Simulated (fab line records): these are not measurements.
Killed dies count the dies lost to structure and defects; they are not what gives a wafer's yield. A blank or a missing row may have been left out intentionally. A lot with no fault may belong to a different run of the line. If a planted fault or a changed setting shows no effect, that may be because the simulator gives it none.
Matching of chambers    flow nand_harc    rie_si-05 running NHARC_P_ZERO_WELL_ETCH_63: 4 sister chambers
The step etches the open film in HBr/Cl2, target depth 120 nm, time 40.1 s. 14 wafers are shown with their chamber, then 7 later ones without.

## WAFERS, EACH WITH ITS CHAMBER
wafer   chamber  drypump_motor_current_A (A)  oes_product_au (a.u.)  bias_w (W)
L309.1  1        5.4                          1.009                  99.94
L309.5  3        6.1                          0.988                  100.03
L309.6  0        6.5                          1.000                  99.85
L323.1  3        6.1                          0.998                  100.03
L323.4  2        6.2                          1.015                  99.56
L323.5  3        6.1                          1.007                  100.39
L326.2  2        6.3                          0.993                  100.05
L326.3  3        6.1                          0.996                  99.59
L326.4  0        6.5                          0.989                  100.06
L327.1  3        6.1                          0.998                  100.28
L327.2  2        6.2                          1.008                  100.11
L327.4  0        6.5                          1.006                  99.71
L328.1  2        6.2                          1.011                  99.81
L328.5  3        6.1                          1.001                  100.67

SIGNATURES, as means of the wafers listed above
reading                  chamber 0  chamber 1  chamber 2  chamber 3  scatter within a chamber
drypump_motor_current_A  6.500      5.400      6.225      6.100      0.0274
oes_product_au           0.99833    1.00900    1.00675    0.99800    0.00787
bias_w                   99.8733    99.9400    99.8825    100.1650   0.306
Rule: distance of a wafer from a chamber = root of the sum over the readings of ((wafer's reading minus chamber's mean) / reading's scatter) squared. If the next closest chamber is less than 2 further off than the closest, the wafer can't be placed; otherwise it belongs to the closest. The scatter: take each reading less its chamber's mean, square it, sum over the shown wafers, divide by the number of wafers less the number of chambers, and take the root.

## WAFERS WITHOUT THEIR CHAMBER
wafer   drypump_motor_current_A (A)  oes_product_au (a.u.)  bias_w (W)
L328.6  6.3                          1.005                  99.80
L331.3  6.2                          1.013                  100.03
L331.4  5.4                          1.008                  100.03
L331.6  6.1                          1.005                  100.43
L332.2  6.4                          1.003                  99.68
L332.3  6.1                          1.010                  99.72
L332.5  5.4                          1.002                  100.06

## WHICH CHAMBER EACH WENT THROUGH
wafer   from the rows above  in truth
L328.6  2                    2
L331.3  2                    2
L331.4  1                    1
L331.6  3                    3
L332.2  0                    0
L332.3  3                    3
L332.5  1                    1
Correct placement for 7 of the 7. From these rows, 0 cannot be placed. 0 placed wrongly.
